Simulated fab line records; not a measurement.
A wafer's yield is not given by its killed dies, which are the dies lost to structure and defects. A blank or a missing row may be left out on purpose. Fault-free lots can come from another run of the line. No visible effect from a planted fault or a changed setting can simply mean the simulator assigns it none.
Matching of chambers -- flow nand_harc -- rie_diel-04 running NHARC_P_M0_ETCH_34: 4 sister chambers
The step etches the open film in N2/H2, target depth 40 nm, overetch 12 nm, time 43.94 s. 16 wafers are shown with their chamber, then 8 later ones without.

WAFERS, EACH WITH ITS CHAMBER
wafer,chamber,drypump_motor_current_A (A),showerhead_plenum_p_Torr (Torr),rf_vpp_V (V)
L074.2,2,5.9,2.12,432.2
L074.3,0,5.6,2.15,433.3
L074.5,2,5.9,2.12,431.7
L076.4,2,6.0,2.11,432.2
L076.5,3,5.0,2.03,430.9
L076.6,2,5.9,2.11,431.1
L084.2,3,5.0,2.02,429.5
L084.4,1,5.7,2.12,431.3
L084.6,3,5.0,2.02,431.6
L086.1,1,5.7,2.12,431.9
L086.3,3,5.0,2.02,428.4
L086.5,3,5.0,2.02,430.3
L088.2,1,5.7,2.12,431.7
L088.4,2,5.9,2.10,432.6
L088.6,1,5.7,2.12,433.6
L091.2,2,6.0,2.10,431.0

SIGNATURES (means of the wafers above)
reading,chamber 0,chamber 1,chamber 2,chamber 3,scatter within a chamber
drypump_motor_current_A,5.600,5.700,5.933,5.000,0.0333
showerhead_plenum_p_Torr,2.1500,2.1200,2.1100,2.0220,0.00632
rf_vpp_V,433.300,432.125,431.800,430.140,0.973
Rule: a wafer's distance from a chamber is the root of the sum, over the readings, of the square of ((its reading less the chamber's mean) divided by the reading's scatter). If the next closest chamber is less than 2 further off than the closest, the wafer can't be placed; otherwise it belongs to the closest. The scatter: the root of (the sum of the squares of (reading less its chamber's mean) over the shown wafers, divided by (wafers less chambers)).

WAFERS WHOSE CHAMBER IS MISSING
wafer,drypump_motor_current_A (A),showerhead_plenum_p_Torr (Torr),rf_vpp_V (V)
L091.3,5.7,2.11,433.2
L091.4,5.0,2.01,429.4
L093.1,5.6,2.13,431.4
L093.3,5.0,2.01,429.1
L093.5,5.0,2.01,429.7
L095.1,5.6,2.13,432.7
L095.2,5.0,2.01,430.9
L095.3,5.7,2.11,433.5

WHICH CHAMBER EACH WENT THROUGH
wafer,from the rows above,in truth
L091.3,1,1
L091.4,3,3
L093.1,can't be placed: 1 or 0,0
L093.3,3,3
L093.5,3,3
L095.1,can't be placed: 0 or 1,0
L095.2,3,3
L095.3,1,1
6 of 8 placed correctly. Unplaceable from these rows: 2, with the true chamber sitting among the candidates in 2. Wrongly placed: 0.
